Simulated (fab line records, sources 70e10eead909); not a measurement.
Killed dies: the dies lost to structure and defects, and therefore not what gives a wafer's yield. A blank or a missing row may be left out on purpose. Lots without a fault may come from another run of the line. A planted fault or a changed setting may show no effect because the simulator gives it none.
fab line records | flow nand-harc
record lots=13 | wafers=39 | last-day=24
route steps=1159 shown P_GATE@142
lots with no fault: from the same line, run without faults
start-h: the number of hours between the record's first day and the start of the first shown wafer of the lot | wait-h: how many hours have passed since the lot's step before this one | " the same as in the row above | L1.1+2: several wafers, shown together as one row | - no value, or no start given | * or withheld: withheld | < > ~ a bound
route shown NAME@n: a module of which the file shows steps, and the number in the route of the first | usual: mean/standard deviation taken from wafers without a fault | same: alike in all rows | chamber/n: place in a boat | sites: the reading at each site | _std_site: how widely they spread, as a standard deviation | _edge_site: mean of outer sites minus mean of inner sites | radius-mm: for every site, how far away it sits from the centre of the wafer | mask NAME#n: copy n | behind: tool/chamber where the wafer was last shaped | hold: why the lot was held/for how many hours/how that ended | device: the n, p or np transistor that did not switch | end of line: tests of these same wafers at the route's end | step lacking rows: just its recipe | killed: dies that structure and defects cost at the first sort, which is not the same as the wafer's yield | map: per-die view of a wafer (x killed, . not killed, _ where there is no die)
set.NAME: setting as actually run; set.NAME@STEP: the setting as run at that earlier step | model.NAME: the simulator's own value behind a step, which no gauge read
one table for each step of the route and one row for each wafer, over a sample of lots
services: from which hour (start-h, from the record's first day; less than 0 if before it) a tool's chamber was out of use, for how many hours, and why
## steps
# step NHARC_P_GATE_OVL_MEAS_27
# usual overlay-x-nm=0.1/0.95 | overlay-y-nm=0.0/0.79
lot.wafer | tool       | chamber | start-h | wait-h | overlay-x-nm | overlay-y-nm
L837.2    | overlay-01 | -       | 95.10   | -      | -0.9         | -0.4
L837.5    | "          | -       | "       | "      | -0.5         | -0.3
L837.6    | "          | -       | "       | "      | -0.5         | -0.6
L835.1    | overlay-02 | -       | 95.48   | -      | 1.3          | 0.9
L835.3    | "          | -       | "       | "      | 1.2          | 1.1
L835.4    | "          | -       | "       | "      | 1.3          | 1.1
L836.1    | overlay-02 | -       | 95.85   | -      | 0.3          | -0.5
L836.3    | "          | -       | "       | "      | -0.9         | -0.7
L836.6    | "          | -       | "       | "      | -0.7         | -0.1
L838.2    | overlay-02 | -       | 108.26  | -      | 0.4          | 1.5
L838.3    | "          | -       | "       | "      | 0.3          | 0.4
L838.4    | "          | -       | "       | "      | 0.6          | 0.8
L839.3    | overlay-01 | -       | 108.46  | -      | -0.9         | 1.1
L839.4    | "          | -       | "       | "      | -1.0         | 0.6
L839.6    | "          | -       | "       | "      | -1.0         | 0.7
L840.3    | overlay-01 | -       | 115.73  | -      | -0.4         | -0.4
L840.4    | "          | -       | "       | "      | -0.4         | -0.4
L840.5    | "          | -       | "       | "      | -1.0         | 0.0
L843.1    | overlay-01 | -       | 142.45  | -      | -1.1         | 0.0
L843.4    | "          | -       | "       | "      | -0.5         | -0.5
L843.6    | "          | -       | "       | "      | -0.2         | -0.6
L845.1    | overlay-01 | -       | 154.78  | -      | -1.3         | -0.5
L845.2    | "          | -       | "       | "      | -0.8         | -0.5
L845.3    | "          | -       | "       | "      | -1.1         | -0.2
L852.1    | overlay-01 | -       | 186.70  | -      | -0.2         | -0.8
L852.3    | "          | -       | "       | "      | -0.1         | -0.7
L852.6    | "          | -       | "       | "      | 0.0          | -0.6
L854.1    | overlay-02 | -       | 198.44  | -      | -0.9         | -2.1
L854.3    | "          | -       | "       | "      | -0.7         | -1.7
L854.6    | "          | -       | "       | "      | -0.9         | -2.1
L855.1    | overlay-02 | -       | 206.95  | -      | 2.7          | 0.4
L855.2    | "          | -       | "       | "      | 2.0          | 0.8
L855.4    | "          | -       | "       | "      | 2.2          | 0.5
L858.2    | overlay-02 | -       | 221.02  | -      | 0.0          | 0.9
L858.3    | "          | -       | "       | "      | 0.4          | 1.5
L858.6    | "          | -       | "       | "      | 0.6          | 1.3
L857.1    | overlay-02 | -       | 221.17  | -      | -0.6         | 0.0
L857.2    | "          | -       | "       | "      | -0.6         | 0.5
L857.6    | "          | -       | "       | "      | -0.2         | 0.3
# step NHARC_P_GATE_DESCUM_48
# recipe time-s=3 | o2-flow-sccm=200 | ar-flow-sccm=0 | bias-power-w=0 | chemistry=O2
# usual drypump-motor-current-A=5.7/0.42 | oes-product-au=0.998/0.015 | rf-vpp-V=57.8/0.9 | showerhead-plenum-p-Torr=1.91/0.094 | throttle-valve-pct=11.312/0.0092
lot.wafer | tool        | chamber | start-h | wait-h | drypump-motor-current-A | oes-product-au | rf-hours-counter-h | rf-vpp-V | showerhead-plenum-p-Torr | throttle-valve-pct
L837.2    | rie-diel-12 | 1       | 108.10  | -      | 5.4                     | 0.995          | 16                 | 57.8     | 1.85                     | 11.315
L837.5    | "           | 3       | "       | "      | 5.9                     | 1.020          | -                  | 58.4     | 1.99                     | 11.316
L837.6    | "           | 0       | "       | "      | 6.1                     | 1.001          | -                  | 57.3     | 1.79                     | 11.307
L836.1    | rie-diel-03 | 2       | 109.06  | -      | 5.8                     | 1.007          | 24                 | 57.7     | 2.00                     | 11.311
L836.3    | "           | 3       | "       | "      | 5.2                     | 0.996          | 19                 | 57.8     | 1.85                     | 11.298
L836.6    | "           | 2       | "       | "      | 5.8                     | 1.008          | -                  | 57.2     | 2.00                     | 11.326
L835.3    | rie-diel-03 | 1       | 110.03  | -      | 5.3                     | 0.990          | 24                 | 57.2     | 1.86                     | 11.300
L835.1    | "           | 2       | "       | "      | 5.8                     | 1.006          | 24                 | 56.9     | 2.00                     | 11.323
L835.4    | "           | 3       | "       | "      | 5.2                     | 1.001          | 19                 | 58.6     | 1.85                     | 11.326
L838.4    | rie-diel-12 | 3       | 120.26  | -      | 6.0                     | 1.015          | 18                 | 58.8     | 1.99                     | 11.317
L838.2    | "           | 0       | "       | "      | 6.1                     | 1.007          | 18                 | 56.3     | 1.79                     | 11.313
L838.3    | "           | 2       | "       | "      | 6.0                     | 1.010          | 17                 | 57.8     | 2.06                     | 11.305
L839.3    | rie-diel-12 | 2       | 120.60  | -      | 6.0                     | 1.016          | 17                 | 56.7     | 2.06                     | 11.313
L839.4    | "           | 3       | "       | "      | 6.0                     | 1.025          | 18                 | 59.1     | 1.99                     | 11.312
L839.6    | "           | 2       | "       | "      | 6.0                     | 1.002          | -                  | 58.9     | 2.06                     | 11.307
L840.4    | rie-diel-02 | 0       | 127.90  | -      | 5.4                     | 0.983          | 55                 | 59.2     | 2.01                     | 11.313
L840.3    | "           | 2       | "       | "      | 6.4                     | 1.000          | 48                 | 57.8     | 1.78                     | 11.317
L840.5    | "           | 0       | "       | "      | 5.4                     | 0.987          | -                  | 59.9     | 2.01                     | 11.305
L843.1    | rie-diel-12 | 1       | 154.69  | -      | 5.4                     | 1.002          | 24                 | 57.8     | 1.84                     | 11.291
L843.4    | "           | 3       | "       | "      | 5.9                     | 1.034          | 23                 | 58.5     | 1.99                     | 11.300
L843.6    | "           | 1       | "       | "      | 5.4                     | 1.003          | -                  | 57.9     | 1.84                     | 11.309
L845.3    | rie-diel-02 | 2       | 167.04  | -      | 6.4                     | 1.000          | 4                  | 58.0     | 1.78                     | 11.309
L845.1    | "           | 3       | "       | "      | 6.7                     | 0.986          | 4                  | 58.1     | 2.03                     | 11.308
L845.2    | "           | 0       | "       | "      | 5.4                     | 0.987          | 4                  | 58.7     | 2.01                     | 11.305
L852.1    | rie-diel-03 | 3       | 206.82  | -      | 5.2                     | 0.979          | 49                 | 57.3     | 1.84                     | 11.313
L852.3    | "           | 1       | "       | "      | 5.3                     | 0.980          | 59                 | 56.4     | 1.85                     | 11.324
L852.6    | "           | 2       | "       | "      | 5.7                     | 1.001          | -                  | 58.4     | 1.98                     | 11.315
L854.1    | rie-diel-03 | 1       | 212.98  | -      | 5.3                     | 0.985          | 60                 | 57.0     | 1.85                     | 11.320
L854.3    | "           | 0       | "       | "      | 5.6                     | 1.007          | 55                 | 58.6     | 1.94                     | 11.313
L854.6    | "           | 1       | "       | "      | 5.3                     | 0.984          | -                  | 56.3     | 1.85                     | 11.326
L855.1    | rie-diel-12 | 1       | 219.22  | -      | 5.4                     | 1.027          | 1                  | 57.8     | 1.84                     | 11.309
L855.4    | "           | 2       | "       | "      | 6.0                     | 1.009          | 2                  | 57.6     | 2.05                     | 11.326
L855.2    | "           | 3       | "       | "      | 6.0                     | 1.024          | 2                  | 56.8     | 1.99                     | 11.311
L857.1    | rie-diel-12 | 1       | 233.31  | -      | 5.4                     | 1.029          | 4                  | 57.2     | 1.84                     | 11.302
L857.2    | "           | 3       | "       | "      | 5.9                     | 1.025          | 4                  | 57.2     | 1.98                     | 11.321
L857.6    | "           | 1       | "       | "      | 5.4                     | 1.018          | -                  | 56.4     | 1.84                     | 11.297
L858.3    | rie-diel-03 | 3       | 235.36  | -      | 5.2                     | 0.993          | 2                  | 57.7     | 1.84                     | 11.314
L858.2    | "           | 0       | "       | "      | 5.6                     | 0.976          | 1                  | 59.0     | 1.94                     | 11.287
L858.6    | "           | 1       | "       | "      | 5.3                     | 0.975          | -                  | 57.3     | 1.85                     | 11.314
# step NHARC_P_GATE_STRIP_75
# recipe power-w=1500 | temp-c=250 | chemistry=O2
# usual drypump-motor-current-A=5.7/0.58 | heater-power-w=347/22
lot.wafer | tool            | chamber | start-h | wait-h | drypump-motor-current-A | heater-power-w | rf-hours-counter-h
L837.2    | plasma-asher-02 | 0       | 108.85  | 0.3    | 6.4                     | 374            | 34
L837.5    | "               | 0       | "       | "      | 6.4                     | 364            | -
L837.6    | "               | 1       | "       | "      | 5.1                     | 348            | -
L836.1    | plasma-asher-02 | 0       | 109.73  | 0.2    | 6.4                     | 370            | 34
L836.3    | "               | 0       | "       | "      | 6.4                     | 382            | -
L836.6    | "               | 0       | "       | "      | 6.4                     | 377            | -
L835.1    | plasma-asher-02 | 1       | 110.72  | 0.2    | 5.1                     | 341            | 35
L835.3    | "               | 0       | "       | "      | 6.4                     | 376            | -
L835.4    | "               | 1       | "       | "      | 5.1                     | 344            | -
L838.2    | plasma-asher-01 | 0       | 120.94  | 0.2    | 5.2                     | 303            | 5
L838.4    | "               | 1       | "       | "      | 6.2                     | 347            | -
L838.3    | "               | 0       | "       | "      | 5.2                     | 308            | -
L839.3    | plasma-asher-02 | 0       | 121.30  | 0.2    | 6.3                     | 374            | -
L839.4    | "               | 1       | "       | "      | 5.2                     | 344            | -
L839.6    | "               | 0       | "       | "      | 6.4                     | 369            | -
L840.4    | plasma-asher-02 | 0       | 128.58  | 0.2    | 6.4                     | 376            | -
L840.3    | "               | 1       | "       | "      | 5.1                     | 354            | -
L840.5    | "               | 0       | "       | "      | 6.4                     | 383            | -
L843.1    | plasma-asher-02 | 1       | 155.48  | 0.2    | 5.1                     | 359            | 49
L843.4    | "               | 0       | "       | "      | 6.4                     | 369            | -
L843.6    | "               | 1       | "       | "      | 5.1                     | 355            | -
L845.1    | plasma-asher-02 | 0       | 167.74  | 0.3    | 6.4                     | 378            | 54
L845.2    | "               | 1       | "       | "      | 5.2                     | 345            | 54
L845.3    | "               | 1       | "       | "      | 5.2                     | 355            | -
L852.1    | plasma-asher-02 | 0       | 207.48  | 0.3    | 6.4                     | 357            | 5
L852.3    | "               | 1       | "       | "      | 5.1                     | 351            | -
L852.6    | "               | 1       | "       | "      | 5.1                     | 356            | -
L854.1    | plasma-asher-01 | 0       | 213.66  | 0.2    | 5.2                     | 306            | 37
L854.3    | "               | 0       | "       | "      | 5.2                     | 307            | -
L854.6    | "               | 0       | "       | "      | 5.2                     | 306            | -
L855.1    | plasma-asher-02 | 1       | 219.88  | 0.3    | 5.1                     | 357            | 10
L855.2    | "               | 0       | "       | "      | 6.4                     | 350            | 10
L855.4    | "               | 1       | "       | "      | 5.1                     | 346            | -
L857.2    | plasma-asher-02 | 1       | 233.98  | 0.3    | 5.1                     | 361            | 14
L857.1    | "               | 0       | "       | "      | 6.4                     | 354            | 14
L857.6    | "               | 0       | "       | "      | 6.4                     | 348            | -
L858.2    | plasma-asher-02 | 0       | 236.02  | 0.2    | 6.4                     | 356            | 16
L858.3    | "               | 1       | "       | "      | 5.1                     | 344            | -
L858.6    | "               | 0       | "       | "      | 6.4                     | 353            | -
# step NHARC_P_GATE_EXPOSE_56
# recipe na=0.6 | target-cd-nm=720 | dose-mj=14.81 | mask-id=P_PSD
lot.wafer  | tool           | chamber | start-h | wait-h | mask
L837.2+5+6 | krf-scanner-03 | 0       | 109.63  | -      | P_PSD#0
L836.1+3+6 | krf-scanner-01 | 0       | 110.49  | -      | P_PSD#0
L835.1+3+4 | krf-scanner-01 | 0       | 111.36  | -      | P_PSD#0
L838.2+3+4 | krf-scanner-03 | 0       | 121.70  | -      | P_PSD#0
L839.3+4+6 | krf-scanner-04 | 0       | 122.05  | -      | P_PSD#0
L840.3+4+5 | krf-scanner-01 | 0       | 129.34  | -      | P_PSD#0
L843.1+4+6 | krf-scanner-01 | 0       | 156.25  | -      | P_NSD#0
L845.1+2+3 | krf-scanner-04 | 0       | 168.50  | -      | P_PSD#0
L852.1+3+6 | krf-scanner-03 | 0       | 208.12  | -      | P_PSD#0
L854.1+3+6 | krf-scanner-01 | 0       | 214.41  | -      | P_PSD#0
L855.1+2+4 | krf-scanner-03 | 0       | 220.66  | -      | P_PSD#0
L857.1+2+6 | krf-scanner-04 | 0       | 234.75  | -      | P_PSD#0
L858.2+3+6 | krf-scanner-03 | 0       | 236.79  | -      | P_PSD#0
# step NHARC_P_GATE_CD_MEAS_59
# recipe target-cd-nm=720 | landing-energy-ev=500
# usual cd-nm=719.2/2.6
# same landing-energy-ev=500
lot.wafer | tool      | chamber | start-h | wait-h | cd-nm
L837.2    | cd-sem-03 | 0       | 109.78  | -      | 717.8
L837.5    | "         | 0       | "       | "      | 720.4
L837.6    | "         | 0       | "       | "      | 712.0
L836.1    | cd-sem-03 | 0       | 110.65  | -      | 722.7
L836.3    | "         | 0       | "       | "      | 724.1
L836.6    | "         | 0       | "       | "      | 720.4
L835.1    | cd-sem-03 | 0       | 111.52  | -      | 716.5
L835.3    | "         | 0       | "       | "      | 723.5
L835.4    | "         | 0       | "       | "      | 718.9
L838.2    | cd-sem-03 | 0       | 121.86  | -      | 713.8
L838.3    | "         | 0       | "       | "      | 717.2
L838.4    | "         | 0       | "       | "      | 720.4
L839.3    | cd-sem-03 | 0       | 122.20  | -      | 720.8
L839.4    | "         | 0       | "       | "      | 717.5
L839.6    | "         | 0       | "       | "      | 719.9
L840.3    | cd-sem-02 | 0       | 129.49  | -      | 720.4
L840.4    | "         | 0       | "       | "      | 721.1
L840.5    | "         | 0       | "       | "      | 716.9
L843.1    | cd-sem-01 | 0       | 156.41  | -      | -
L843.4    | "         | 0       | "       | "      | -
L843.6    | "         | 0       | "       | "      | -
L845.1    | cd-sem-03 | 0       | 168.67  | -      | 716.6
L845.2    | "         | 0       | "       | "      | 720.6
L845.3    | "         | 0       | "       | "      | 715.6
L852.1    | cd-sem-03 | 0       | 208.27  | -      | 713.4
L852.3    | "         | 0       | "       | "      | 720.0
L852.6    | "         | 0       | "       | "      | 718.8
L854.1    | cd-sem-01 | 0       | 214.57  | -      | 719.1
L854.3    | "         | 0       | "       | "      | 717.0
L854.6    | "         | 0       | "       | "      | 716.7
L855.1    | cd-sem-03 | 0       | 220.82  | -      | 719.8
L855.2    | "         | 0       | "       | "      | 715.2
L855.4    | "         | 0       | "       | "      | 720.7
L857.1    | cd-sem-01 | 0       | 234.91  | -      | 717.7
L857.2    | "         | 0       | "       | "      | 722.4
L857.6    | "         | 0       | "       | "      | 723.3
L858.2    | cd-sem-01 | 0       | 236.95  | -      | 720.3
L858.3    | "         | 0       | "       | "      | 716.5
L858.6    | "         | 0       | "       | "      | 714.9
## services
tool            | chamber | start-h | hours | kind
krf-scanner-01  | -       | 89.06   | 3.9   | repair
rie-diel-02     | 2       | 91.50   | 4.5   | repair
rie-diel-12     | -       | 94.36   | 0.2   | repair
plasma-asher-01 | -       | 99.00   | 9.0   | pm
rie-diel-12     | -       | 102.47  | 0.4   | repair
rie-diel-12     | 0       | 107.97  | -     | clean
rie-diel-12     | 1       | 107.97  | -     | clean
rie-diel-12     | 2       | 107.97  | -     | clean
rie-diel-02     | 1       | 118.90  | 1.8   | repair
krf-scanner-03  | -       | 125.85  | 0.8   | repair
krf-scanner-04  | -       | 126.00  | 4.0   | pm
rie-diel-03     | 0       | 133.06  | 6.9   | repair
rie-diel-02     | -       | 150.94  | 9.0   | pm
krf-scanner-03  | -       | 168.00  | 4.0   | pm
plasma-asher-02 | -       | 183.00  | 9.0   | pm
plasma-asher-02 | 0       | 183.00  | 9.0   | vent-cycle
plasma-asher-02 | 1       | 183.00  | 9.0   | vent-cycle
plasma-asher-02 | 0       | 192.00  | -     | clean
plasma-asher-02 | 1       | 192.00  | -     | clean
plasma-asher-01 | -       | 194.09  | 2.6   | repair
rie-diel-12     | -       | 202.40  | 9.0   | pm
rie-diel-03     | -       | 215.32  | 9.0   | pm
krf-scanner-01  | -       | 220.94  | 0.6   | repair
rie-diel-03     | 0       | 231.06  | 2.7   | repair
## key
first-sign step=NHARC_P_GATE_EXPOSE_56 | reading=mask | direction=changed
effect step=NHARC_P_GATE_CD_MEAS_59 | reading=cd-nm | direction=missing
met-at NHARC_P_GATE_EXPOSE_56
struck-lots L843
later-rows-left-out L843.1,L843.4,L843.6
sort-left-out L843.1,L843.4,L843.6
tester-left-out L843
not-acting-at NHARC_P_GATE_OVL_MEAS_27,NHARC_P_GATE_DESCUM_48,NHARC_P_GATE_STRIP_75
onset-between 129.34 156.25
fault kind=wrong-mask | tool=any | chamber=- | onset-h=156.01 | steps=NHARC_P_GATE_EXPOSE_56 | aux-copy=P_NSD#0 | scope=struck-lots-only
# tester-left-out: of these lots the tester's yield and bins aren't shown, on N5 and GAA mostly nor the transistor test; their killed dies are dies lost to structure and defects alone, not to doping, threshold or leakage, so they don't give the yield
# sort-left-out: the simulated sort isn't trusted on such a fault, so these wafers' sort isn't shown, and their yield isn't known
# later-rows-left-out: the simulator's readings of these wafers behind a module that went badly wrong aren't trusted and aren't shown, but for the sort
